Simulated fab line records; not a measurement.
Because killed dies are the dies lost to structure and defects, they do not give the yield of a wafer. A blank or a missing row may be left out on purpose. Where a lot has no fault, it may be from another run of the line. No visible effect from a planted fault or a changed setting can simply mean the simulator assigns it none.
fab line records	flow n5Finfet
record: lots: 7	wafers: 21
route steps=1938 shown BEOL_M8@1386 BEOL_M9@1446 BEOL_M10@1496 BEOL_M11@1539 BEOL_M12@1649 BEOL_M14@1751
startH: start of the lot's first displayed wafer, in hours after the record's first day	waitH: hours since the lot's step before	" repeats the value in the row above	L1.1+2: a single row standing in for several wafers	- no value present, or no start provided	* or withheld: withheld	< > ~ a bound
route shown NAME@n: NAME is a module with steps in the file, n the number in the route of the first one	usual: mean/standard deviation of fault-free wafers	same: alike in all rows	chamber/n: place in a boat	sites: readings site by site	_std_site: their standard deviation	_edge_site: mean of outer sites minus mean of inner sites	radiusMm: how far each site lies from the wafer's centre	mask NAME#n: copy n	behind: the tool/chamber that last shaped the wafer	hold: cause of the lot's hold/its duration in hours/its outcome	device: which transistor (n, p or np) failed to switch	end of line: the route-end tests of the same wafers	a step with no rows: only its recipe	killed: dies that structure and defects cost at the first sort, which is not the same as the wafer's yield	map: the dies of a wafer, with x for killed, . for not killed, _ for no die there
set.NAME: the setting as run; set.NAME@STEP: as run at that earlier step	model.NAME: the simulator's own value behind a step, which no gauge read
lots whose settings were changed on purpose; a table a step, a row a wafer
== steps ==
step: N5_BEOL_M8_CURE_75
recipe: tempC: 370	timeS: 120	ambient: DMADMS/He	material: SiCOH_lowk
usual: lampPowerPct: 52.31/0.059
lot.wafer	tool	chamber	startH	waitH	set.timeS	lampPowerPct
L077.2	uvCure-02	0	233.23	0.2	120	52.23
L077.3	"	0	"	"	120	52.25
L077.4	"	0	"	"	120	52.35
L078.2	uvCure-02	2	240.44	0.1	120	52.28
L078.5	"	2	"	"	99.17	52.27
L078.6	"	2	"	"	120	52.27
L082.1	uvCure-02	1	255.92	0.1	120	52.26
L082.2	"	1	"	"	135	51.74
L082.5	"	1	"	"	120	52.31
L089.2	uvCure-02	2	291.30	0.1	120	52.31
L089.3	"	2	"	"	135.2	51.69
L089.4	"	2	"	"	120	52.34
L088.1	uvCure-03	1	291.78	0.0	120	52.36
L088.3	"	1	"	"	120	52.32
L088.4	"	1	"	"	120	52.25
L094.1	uvCure-01	1	345.54	0.0	120	52.38
L094.2	"	1	"	"	120	52.26
L094.3	"	1	"	"	120	52.39
L096.1	uvCure-01	0	354.20	0.0	139.7	51.47
L096.2	"	0	"	"	120	52.33
L096.3	"	0	"	"	120	52.27
step: N5_BEOL_M9_TRENCH_ETCH_37
recipe: chemistry: C4F6/O2	targetDepthA: 1514.3	target: SiCOH_lowk	timeS: 49	ionEnergyEv: 250	pressureMtorr: 30	sourceW: 345	biasW: 185	Ar_flow_sccm: 300	C4F6_flow_sccm: 10	O2_flow_sccm: 10
usual: rfVppV: 666/13
lot.wafer	tool	chamber	startH	waitH	set.sourceW	rfVppV	model.BEOL_M9.featureDepthNm	model.etch.depthNm
L077.2	rieDiel-04	1	-	-	328.5	698	145.4	145.4
L077.3	"	0	"	"	345	672	149.2	149.2
L077.4	"	2	"	"	328.5	701	148.2	148.2
L078.2	rieDiel-02	2	-	-	321.2	706	147.6	147.6
L078.5	"	2	"	"	345	679	153	153.1
L078.6	"	1	"	"	321.2	685	149	149
L082.1	rieDiel-02	2	-	-	345	681	152.6	152.6
L082.2	"	3	"	"	290.4	737	142.4	142.4
L082.5	"	3	"	"	345	674	153.2	153.2
L089.2	rieDiel-04	3	-	-	345	660	156	156
L089.3	"	1	"	"	301.4	731	142	141.9
L089.4	"	0	"	"	345	671	149.8	149.8
L088.1	rieDiel-02	1	-	-	345	659	153.8	153.8
L088.3	"	0	"	"	345	671	150	149.9
L088.4	"	2	"	"	345	681	151.2	151.2
L096.1	rieDiel-04	1	-	-	345	681	148.8	148.7
L096.2	"	2	"	"	345	683	151.8	151.8
L096.3	"	0	"	"	387.7	634	156.4	156.4
L094.1	rieDiel-03	1	-	-	345	636	146.8	146.8
L094.2	"	3	"	"	284	711	138	138.1
L094.3	"	2	"	"	345	655	147.2	147.2
step: N5_BEOL_M9_ETCH_41
recipe: chemistry: CH3F/O2	target: SiCN	targetDepthA: 366	taperDeg: 2	timeS: 70.1	ionEnergyEv: 120	maskMaterial: TiN	pressureMtorr: 30	sourceW: 395	biasW: 75	Ar_flow_sccm: 150	CH3F_flow_sccm: 30	O2_flow_sccm: 20
step: N5_BEOL_M9_STRIP_80
recipe: chemistry: N2/H2	timeS: 10	powerW: 450	tempC: 40	pressureMtorr: 20	rfFrequencyHz: 6e+07	biasPowerW: 7	n2FlowSccm: 200	h2FlowSccm: 200
step: N5_BEOL_M9_OCD_MEAS_38
usual: trenchDepthNm: 151.0/2.7
lot.wafer	tool	chamber	startH	waitH	set.sourceW@BEOL_M9_TRENCH_ETCH_37	trenchDepthNm
L077.2	ocd-01	-	240.15	-	328.5	145.7
L077.3	"	-	"	"	345	149.6
L077.4	"	-	"	"	328.5	147.6
L078.2	ocd-01	-	247.73	-	321.2	147.5
L078.5	"	-	"	"	345	153.0
L078.6	"	-	"	"	321.2	148.4
L082.1	ocd-01	-	265.51	-	345	152.8
L082.2	"	-	"	"	290.4	142.4
L082.5	"	-	"	"	345	152.9
L089.2	ocd-01	-	297.15	-	345	155.9
L089.3	"	-	"	"	301.4	142.0
L089.4	"	-	"	"	345	149.8
L088.1	ocd-01	-	300.01	-	345	153.7
L088.3	"	-	"	"	345	150.1
L088.4	"	-	"	"	345	150.8
L096.1	ocd-01	-	359.53	-	345	149.0
L096.2	"	-	"	"	345	151.4
L096.3	"	-	"	"	387.7	156.6
L094.1	ocd-02	-	359.57	-	345	146.6
L094.2	"	-	"	"	284	138.2
L094.3	"	-	"	"	345	147.4
step: N5_BEOL_M9_HM_STRIP_39
recipe: chemistry: peroxideTinStrip	material: TiN	targetDepthA: 250	tempC: 50	timeS: 158
step: N5_BEOL_M9_SRD_40
recipe: timeS: 30	tempC: 23	rinseLiquid: diw	dry: ipaMarangoni
step: N5_BEOL_M9_ECD_50
recipe: material: Cu	targetThkA: 3180
step: N5_BEOL_M9_ANNEAL_51
recipe: tempC: 225	timeS: 90	ambient: N2
step: N5_BEOL_M9_CMP_52
recipe: stopOn: SiCOH_lowk	tOverpolishS: 7	downForcePsi: 1	platenRpm: 50	clearingPlatenDownForcePsi: 1.5	clearingPlatenRpm: 50	postCmpClean: cuAlkaline	targetThkNm: 140	clearingPlatenPadVelocityMS: 0.99484	padVelocityMS: 0.99484
lot.wafer	tool	chamber	startH	waitH	set.sourceW@BEOL_M9_TRENCH_ETCH_37	model.Cu_of_BEOL_M9_ECD_50.thkNm
L077.2	cmp-02	1	242.26	0.2	328.5	134.8
L077.4	"	2	"	"	328.5	138.8
L077.3	"	0	"	"	345	137.6
L078.2	cmp-02	1	250.08	0.3	321.2	137.2
L078.6	"	3	"	"	321.2	137.6
L078.5	"	0	"	"	345	142
L082.2	cmp-01	2	267.81	0.2	290.4	130.6
L082.1	"	0	"	"	345	142
L082.5	"	1	"	"	345	141.4
L089.4	cmp-01	0	299.94	0.1	345	139
L089.2	"	2	"	"	345	143
L089.3	"	3	"	"	301.4	131.2
L088.4	cmp-02	0	302.33	0.1	345	138.8
L088.1	"	2	"	"	345	143
L088.3	"	3	"	"	345	138.2
L096.2	cmp-04	3	361.48	0.2	345	142
L096.1	"	0	"	"	345	137.6
L096.3	"	1	"	"	387.7	143.8
L094.1	cmp-04	3	361.75	0.3	345	135.2
L094.2	"	0	"	"	284	127.2
L094.3	"	2	"	"	345	134.6
step: N5_BEOL_M9_THK_MEAS_53
recipe: thkMeasGauge: xrf	reads: Cu_of_BEOL_M9_ECD_50
usual: M9_THK: 141.5/2.9
lot.wafer	tool	chamber	startH	waitH	set.sourceW@BEOL_M9_TRENCH_ETCH_37	M9_THK[nm]
L077.2	filmMetro-01	-	242.56	-	328.5	135.3
L077.3	"	-	"	"	345	138.8
L077.4	"	-	"	"	328.5	139.6
L078.2	filmMetro-01	-	250.30	-	321.2	138.1
L078.5	"	-	"	"	345	142.7
L078.6	"	-	"	"	321.2	139.0
L082.1	filmMetro-01	-	268.07	-	345	143.0
L082.2	"	-	"	"	290.4	131.9
L082.5	"	-	"	"	345	143.1
L089.2	filmMetro-02	-	300.24	-	345	146.8
L089.3	"	-	"	"	301.4	134.8
L089.4	"	-	"	"	345	142.2
L088.1	filmMetro-01	-	302.63	-	345	144.0
L088.3	"	-	"	"	345	138.8
L088.4	"	-	"	"	345	139.9
L096.1	filmMetro-02	-	361.78	-	345	138.5
L096.2	"	-	"	"	345	142.6
L096.3	"	-	"	"	387.7	144.5
L094.1	filmMetro-01	-	362.05	-	345	135.7
L094.2	"	-	"	"	284	127.9
L094.3	"	-	"	"	345	135.5
step: N5_BEOL_M9_PRE_CLEAN_55
recipe: gas: NH3	timeS: 15	tempC: withheld	rfPowerW: 300
step: N5_BEOL_M9_DEP_56
recipe: material: SiCN	targetThkA: 150	tempC: withheld	precursor: 3MS/NH3	pressureTorr: 3	rfW: 202	timeS: 26.5
step: N5_BEOL_M9_RS_MEAS_57
recipe: thkMeasGauge: four-point-probe	reads: Cu_of_BEOL_M9_ECD_50+Co_of_BEOL_M9_CVD_78+TaN_of_BEOL_M9_ALD_74
usual: M9_RS: 0.151/0.0033
lot.wafer	tool	chamber	startH	waitH	set.sourceW@BEOL_M9_TRENCH_ETCH_37	M9_RS[ohm/sq]
L077.2	filmMetro-02	-	242.69	0.1	328.5	0.158
L077.3	"	-	"	"	345	0.153
L077.4	"	-	"	"	328.5	0.152
L078.2	filmMetro-01	-	250.44	0.1	321.2	0.154
L078.5	"	-	"	"	345	0.149
L078.6	"	-	"	"	321.2	0.154
L082.1	filmMetro-02	-	268.21	0.1	345	0.149
L082.2	"	-	"	"	290.4	0.163
L082.5	"	-	"	"	345	0.149
L089.2	filmMetro-01	-	300.37	0.1	345	0.147
L089.3	"	-	"	"	301.4	0.162
L089.4	"	-	"	"	345	0.152
L088.1	filmMetro-02	-	302.76	0.1	345	0.148
L088.3	"	-	"	"	345	0.153
L088.4	"	-	"	"	345	0.152
L096.1	filmMetro-01	-	361.93	0.1	345	0.154
L096.2	"	-	"	"	345	0.148
L096.3	"	-	"	"	387.7	0.146
L094.1	filmMetro-01	-	362.18	0.1	345	0.157
L094.2	"	-	"	"	284	0.168
L094.3	"	-	"	"	345	0.158
step: N5_BEOL_M10_COAT_22
recipe: resist: CAR-ArF	spinRpm: 1500	resistThkNm: 90
lot.wafer	tool	chamber	startH	waitH	set.spinRpm	model.CAR-ArF_of_BEOL_M10_COAT_22.thkNm
L077.2	lithoTrack-05	0	-	-	1435	92
L077.3	"	0	"	"	1500	89.8
L077.4	"	0	"	"	1500	90.2
L078.2+5	lithoTrack-03	0	-	-	1500	89.6
L078.6	"	0	"	"	1500	89.8
L082.1	lithoTrack-04	0	-	-	1360	94.4
L082.2+5	"	0	"	"	1360	94.6
L089.2+3	lithoTrack-03	0	-	-	1500	90
L089.4	"	0	"	"	1385	94
L088.1	lithoTrack-04	0	-	-	1500	90
L088.3+4	"	0	"	"	1500	90.2
L096.1	lithoTrack-03	0	-	-	1500	89.8
L096.2	"	0	"	"	1621	86.4
L096.3	"	0	"	"	1621	86.8
L094.1	lithoTrack-04	0	-	-	1561	88.4
L094.2	"	0	"	"	1500	90.2
L094.3	"	0	"	"	1500	89.8
step: N5_BEOL_M10_PEB_26
recipe: pebTempC: withheld	pebTimeS: 60	resist: CAR-ArF
lot.wafer	tool	chamber	startH	waitH	set.pebTimeS
L077.2	lithoTrack-03	0	245.17	0.1	46.51
L077.3+4	"	0	"	"	60
L078.2+6	lithoTrack-05	0	254.84	0.1	69.86
L078.5	"	0	"	"	60
L082.1+2	lithoTrack-03	0	274.40	0.1	50.87
L082.5	"	0	"	"	60
L089.2+3	lithoTrack-05	0	303.46	0.1	56.53
L089.4	"	0	"	"	60
L088.1+3+4	lithoTrack-03	0	308.18	0.1	60
L096.1+2	lithoTrack-04	0	369.31	0.1	60
L096.3	"	0	"	"	50.59
L094.1+2	lithoTrack-03	0	369.35	0.1	60
L094.3	"	0	"	"	64.56
step: N5_BEOL_M10_DEVELOP_27
recipe: developTimeS: 30	developer: TMAH	resist: CAR-ArF	rinseLiquid: diw	dry: airSpin	devTempC: 23
lot.wafer	tool	chamber	startH	waitH	set.spinRpm@BEOL_M10_COAT_22	model.CAR-ArF_of_BEOL_M10_COAT_22.thkNm
L077.2	lithoTrack-03	0	-	-	1435	90.4
L077.3	"	0	"	"	1500	88
L077.4	"	0	"	"	1500	88.4
L078.2+5+6	lithoTrack-05	0	-	-	1500	88
L082.1+5	lithoTrack-03	0	-	-	1360	92.8
L082.2	"	0	"	"	1360	93
L089.2	lithoTrack-05	0	-	-	1500	88.4
L089.3	"	0	"	"	1500	88.2
L089.4	"	0	"	"	1385	92.4
L088.1+4	lithoTrack-03	0	-	-	1500	88.4
L088.3	"	0	"	"	1500	88.6
L096.1	lithoTrack-04	0	-	-	1500	88.2
L096.2	"	0	"	"	1621	84.8
L096.3	"	0	"	"	1621	85
L094.1	lithoTrack-03	0	-	-	1561	86.6
L094.2	"	0	"	"	1500	88.4
L094.3	"	0	"	"	1500	88.2
step: N5_BEOL_M10_CD_MEAS_28
recipe: targetCdNm: 70	landingEnergyEv: 500	detector: seInlens	polarity: opening
usual: cdNm: 70.4/0.9
lot.wafer	tool	chamber	startH	waitH	set.pebTimeS@BEOL_M10_PEB_26	cdNm
L077.2	cdSem-01	0	245.24	-	46.51	57.4
L077.3	"	0	"	"	60	71.1
L077.4	"	0	"	"	60	69.0
L078.2	cdSem-01	0	254.91	-	69.86	77.2
L078.5	"	0	"	"	60	70.0
L078.6	"	0	"	"	69.86	77.9
L082.1	cdSem-03	0	274.47	-	50.87	61.7
L082.2	"	0	"	"	50.87	62.6
L082.5	"	0	"	"	60	70.4
L089.2	cdSem-03	0	303.53	-	56.53	67.7
L089.3	"	0	"	"	56.53	67.1
L089.4	"	0	"	"	60	68.6
L088.1	cdSem-03	0	308.25	-	60	70.5
L088.3	"	0	"	"	60	69.2
L088.4	"	0	"	"	60	70.4
L096.1	cdSem-01	0	369.38	-	60	70.9
L096.2	"	0	"	"	60	70.8
L096.3	"	0	"	"	50.59	62.4
L094.1	cdSem-02	0	369.42	-	60	71.4
L094.2	"	0	"	"	60	72.1
L094.3	"	0	"	"	64.56	74.1
step: N5_BEOL_M10_DESCUM_33
recipe: chemistry: O2	timeS: 7.9	sourcePowerW: 50	biasPowerW: 20	pressureMtorr: 20	rfFrequencyHz: 2.712e+07	tempC: 40	resist: CAR-ArF	o2FlowSccm: 225
step: N5_BEOL_M10_ETCH_65
recipe: chemistry: CF4	target: SiARC	targetDepthA: 390	maskMaterial: CAR-ArF	timeS: 65	ionEnergyEv: 80	pressureMtorr: 40	sourceW: 545	biasW: 36	Ar_flow_sccm: 100	cf4FlowSccm: 100	ends: cleared
lot.wafer	tool	chamber	startH	waitH	set.spinRpm@BEOL_M10_COAT_22	model.CAR-ArF_of_BEOL_M10_COAT_22.thkNm
L077.2	rieDiel-01	1	245.36	0.0	1435	57.8
L077.3	"	3	"	"	1500	55.4
L077.4	"	3	"	"	1500	55.8
L078.2+5	rieDiel-01	1,0	255.03	0.0	1500	55
L078.6	"	1	"	"	1500	55.2
L082.1+5	rieDiel-05	1,3	274.59	0.0	1360	60
L082.2	"	0	"	"	1360	60.2
L089.2	rieDiel-01	0	303.65	0.0	1500	55.4
L089.3	"	2	"	"	1500	55.2
L089.4	"	3	"	"	1385	59.4
L088.1	rieDiel-06	1	308.37	0.0	1500	55.4
L088.3+4	"	0,3	"	"	1500	55.8
L096.1	rieDiel-05	0	369.50	0.0	1500	55.6
L096.2	"	1	"	"	1621	52
L096.3	"	2	"	"	1621	52.2
L094.1	rieDiel-05	1	369.97	0.0	1561	53.8
L094.2	"	0	"	"	1500	55.6
L094.3	"	2	"	"	1500	55.4
step: N5_BEOL_M11_PECVD_70
recipe: material: SiO2	targetThkA: 200	tempC: 400	precursor: TEOS/O2	pressureTorr: 5.5	rfW: 450	teosFlowSccm: 53.8	gas: O2	flowSccm: 3000	timeS: 22.7
lot.wafer	tool	chamber	startH	waitH	set.timeS	model.SiO2_of_BEOL_M11_PECVD_70.thkNm
L077.2	pecvd-02	2	249.21	0.0	22.7	19.6
L077.3	"	0	"	"	25.22	21.8
L077.4	"	0	"	"	25.22	22
L078.2	pecvd-03	2	258.80	0.0	22.7	20
L078.5	"	1	"	"	22.7	20.4
L078.6	"	2	"	"	19.99	18.4
L082.1	pecvd-01	1	278.53	0.0	24.25	21
L082.2+5	"	2,1	"	"	22.7	20.2
L089.2	pecvd-02	0	307.38	0.0	20.73	17.8
L089.3+4	"	2,0	"	"	20.73	18.4
L088.1+3	pecvd-02	0,2	312.01	0.0	22.7	19.6
L088.4	"	2	"	"	22.7	20
L096.1	pecvd-02	1	373.21	0.0	22.7	20.4
L096.2	"	0	"	"	22.7	19.6
L096.3	"	2	"	"	22.7	19.8
L094.1	pecvd-03	1	373.45	0.0	25.78	22.6
L094.2	"	2	"	"	22.7	20
L094.3	"	0	"	"	22.7	20.2
step: N5_BEOL_M11_HM_DEP_02
recipe: material: TiN	targetThkA: 200	tempC: 25	chamberPressurePa: 0.49996
step: N5_BEOL_M11_COAT_59
recipe: resist: SOC	tempC: 250	timeS: 60	spinRpm: 1500	resistThkNm: 100
step: N5_BEOL_M11_ECD_50
recipe: material: Cu	targetThkA: 3180
step: N5_BEOL_M11_ANNEAL_51
recipe: tempC: 225	timeS: 90	ambient: N2
step: N5_BEOL_M11_CMP_52
recipe: stopOn: SiCOH_lowk	tOverpolishS: 7	downForcePsi: 1	platenRpm: 50	clearingPlatenDownForcePsi: 1.5	clearingPlatenRpm: 50	postCmpClean: cuAlkaline	targetThkNm: 140	clearingPlatenPadVelocityMS: 0.99484	padVelocityMS: 0.99484
usual: barrierFieldEndpointS: 28.6/0.62
lot.wafer	tool	chamber	startH	waitH	set.timeS@BEOL_M11_PECVD_70	barrierFieldEndpointS
L077.4	cmp-01	2	255.34	0.2	25.22	30.5
L077.3	"	3	"	"	25.22	30.3
L077.2	"	0	"	"	22.7	28.9
L078.2	cmp-03	1	267.47	0.3	22.7	28.5
L078.6	"	2	"	"	19.99	26.6
L078.5	"	3	"	"	22.7	28.7
L082.2	cmp-02	1	285.55	0.2	22.7	29.6
L082.1	"	0	"	"	24.25	29.4
L082.5	"	1	"	"	22.7	29.8
L089.2	cmp-03	2	315.03	0.3	20.73	26.2
L089.4	"	3	"	"	20.73	25.6
L089.3	"	0	"	"	20.73	25.7
L088.4	cmp-01	2	321.51	0.1	22.7	29.1
L088.1	"	3	"	"	22.7	28.4
L088.3	"	1	"	"	22.7	29.3
L096.1	cmp-03	3	379.70	0.3	22.7	28.3
L096.2	"	1	"	"	22.7	27.7
L096.3	"	2	"	"	22.7	28.1
L094.1	cmp-02	3	383.27	0.3	25.78	31.8
L094.2	"	1	"	"	22.7	29.7
L094.3	"	2	"	"	22.7	29.6
step: N5_BEOL_M12_SPUTTER_44
recipe: material: Ta	targetThkA: 100	tempC: 50	biasV: 80	powerW: 15000	chamberPressurePa: 0.07	timeS: 16.13
lot.wafer	tool	chamber	startH	waitH	set.timeS	model.Ta_of_BEOL_M12_SPUTTER_44.thkNm
L077.2+3+4	pvdSputter-02	-	262.32	0.0	16.13	9.8
L078.2+6	pvdSputter-03	-	271.47	0.0	16.13	10.2
L078.5	"	-	"	"	16.13	10
L082.1	pvdSputter-01	-	288.92	0.0	15.19	9.6
L082.2	"	-	"	"	16.13	10
L082.5	"	-	"	"	16.13	10.2
L089.2+3	pvdSputter-01	-	318.08	0.0	16.13	10
L089.4	"	-	"	"	18.32	11.4
L088.1+4	pvdSputter-01	-	328.55	0.0	16.13	10
L088.3	"	-	"	"	16.13	9.8
L096.1	pvdSputter-01	-	383.81	0.0	16.13	9.8
L096.2+3	"	-	"	"	14.83	9.2
L094.1+3	pvdSputter-03	-	387.27	0.0	16.13	10
L094.2	"	-	"	"	16.13	10.2
step: N5_BEOL_M14_ETCH_68
recipe: chemistry: N2/H2	target: SOC	maskMaterial: SiARC	sourceW: 3000	biasW: 350	tempC: 40	timeS: 450	ionEnergyEv: 200	pressureMtorr: 30	n2FlowSccm: 200	h2FlowSccm: 200
lot.wafer	tool	chamber	startH	waitH	set.timeS	model.SiARC_of_BEOL_M14_COAT_66.thkNm
L077.2	rieDiel-06	1	270.48	0.1	450	64.4
L077.3	"	3	"	"	510.9	58.4
L077.4	"	0	"	"	450	65
L078.2	rieDiel-06	3	278.88	0.1	480	62.2
L078.5	"	2	"	"	480	63.4
L078.6	"	1	"	"	450	65.2
L082.1	rieDiel-06	0	298.30	0.1	450	65.8
L082.2+5	"	3	"	"	450	64.8
L089.2	rieDiel-05	2	327.81	0.1	450	64.8
L089.3	"	0	"	"	450	65.6
L089.4	"	1	"	"	363.4	72.8
L088.1	rieDiel-05	3	336.87	0.1	450	64.4
L088.3	"	0	"	"	450	65.4
L088.4	"	1	"	"	450	63.8
L096.1	rieDiel-05	3	391.20	0.1	377.3	72
L096.2	"	1	"	"	450	64.4
L096.3	"	0	"	"	450	66.6
L094.1	rieDiel-06	1	395.60	0.1	450	64
L094.2+3	"	3,2	"	"	450	64.8
step: N5_BEOL_M14_DEP_53
recipe: material: SiCN	targetThkA: 500	tempC: withheld	precursor: 3MS/NH3	pressureTorr: 3	rfW: 675	timeS: 17.8
lot.wafer	tool	chamber	startH	waitH	set.timeS	model.SiCN_of_BEOL_M14_DEP_53.thkNm
L077.2	pecvd-01	2	272.99	0.0	17.8	49
L077.3	"	1	"	"	17.8	50
L077.4	"	1	"	"	17.8	50.8
L078.2	pecvd-03	1	281.98	0.0	17.8	49.6
L078.5	"	2	"	"	15.26	43.2
L078.6	"	0	"	"	17.8	50.6
L082.1	pecvd-03	1	304.19	0.0	17.8	49.6
L082.2	"	0	"	"	19.72	54.6
L082.5	"	2	"	"	19.72	55.2
L089.2	pecvd-04	1	330.86	0.0	17.8	48.6
L089.3	"	0	"	"	17.8	49
L089.4	"	1	"	"	17.8	49.2
L088.1+4	pecvd-04	2,1	349.36	0.0	17.8	49.2
L088.3	"	1	"	"	17.8	48.4
L096.1	pecvd-01	1	393.82	0.0	17.8	50.2
L096.2	"	0	"	"	17.8	50
L096.3	"	0	"	"	17.8	50.6
L094.1+2	pecvd-04	0,1	401.85	0.0	17.8	50.2
L094.3	"	2	"	"	18.54	51.4
== key ==
split: step: N5_BEOL_M8_CURE_75	setting: timeS	stated: 120	by: wafer
response: step: N5_BEOL_M8_CURE_75	reading: lampPowerPct	shape: bent	atLowest: *	atStated: *	atHighest: *
split: step: N5_BEOL_M9_TRENCH_ETCH_37	setting: sourceW	stated: 345	by: wafer
response: step: N5_BEOL_M9_TRENCH_ETCH_37	reading: rfVppV	change: -3.97	per: 1%	r: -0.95
response: step: N5_BEOL_M9_TRENCH_ETCH_37	reading: model.BEOL_M9.featureDepthNm	change: +0.615	per: 1%	r: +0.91
response: step: N5_BEOL_M9_TRENCH_ETCH_37	reading: model.etch.depthNm	change: +0.615	per: 1%	r: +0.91
response: step: N5_BEOL_M9_OCD_MEAS_38	reading: trenchDepthNm	change: +0.62	per: 1%	r: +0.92
response: step: N5_BEOL_M9_CMP_52	reading: model.Cu_of_BEOL_M9_ECD_50.thkNm	change: +0.55	per: 1%	r: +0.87
response: step: N5_BEOL_M9_THK_MEAS_53	reading: M9_THK	change: +0.549	per: 1%	r: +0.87
response: step: N5_BEOL_M9_RS_MEAS_57	reading: M9_RS	change: -0.000704	per: 1%	r: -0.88
split: step: N5_BEOL_M10_COAT_22	setting: spinRpm	stated: 1500	by: wafer
response: step: N5_BEOL_M10_COAT_22	reading: model.CAR-ArF_of_BEOL_M10_COAT_22.thkNm	change: -0.45	per: 1%	r: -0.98
response: step: N5_BEOL_M10_DEVELOP_27	reading: model.CAR-ArF_of_BEOL_M10_COAT_22.thkNm	change: -0.468	per: 1%	r: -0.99
response: step: N5_BEOL_M10_ETCH_65	reading: model.CAR-ArF_of_BEOL_M10_COAT_22.thkNm	change: -0.478	per: 1%	r: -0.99
split: step: N5_BEOL_M10_PEB_26	setting: pebTimeS	stated: 60	by: wafer
response: step: N5_BEOL_M10_CD_MEAS_28	reading: cdNm	change: +0.515	per: 1%	r: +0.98
split: step: N5_BEOL_M11_PECVD_70	setting: timeS	stated: 22.7	by: wafer
response: step: N5_BEOL_M11_PECVD_70	reading: model.SiO2_of_BEOL_M11_PECVD_70.thkNm	change: +0.174	per: 1%	r: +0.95
response: step: N5_BEOL_M11_CMP_52	reading: barrierFieldEndpointS	change: +0.135	per: 1%	r: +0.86
split: step: N5_BEOL_M12_SPUTTER_44	setting: timeS	stated: 16.13	by: wafer
response: step: N5_BEOL_M12_SPUTTER_44	reading: model.Ta_of_BEOL_M12_SPUTTER_44.thkNm	change: +0.0945	per: 1%	r: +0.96
split: step: N5_BEOL_M14_ETCH_68	setting: timeS	stated: 450	by: wafer
response: step: N5_BEOL_M14_ETCH_68	reading: model.SiARC_of_BEOL_M14_COAT_66.thkNm	change: -0.41	per: 1%	r: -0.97
split: step: N5_BEOL_M14_DEP_53	setting: timeS	stated: 17.8	by: wafer
response: step: N5_BEOL_M14_DEP_53	reading: model.SiCN_of_BEOL_M14_DEP_53.thkNm	change: +0.476	per: 1%	r: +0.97
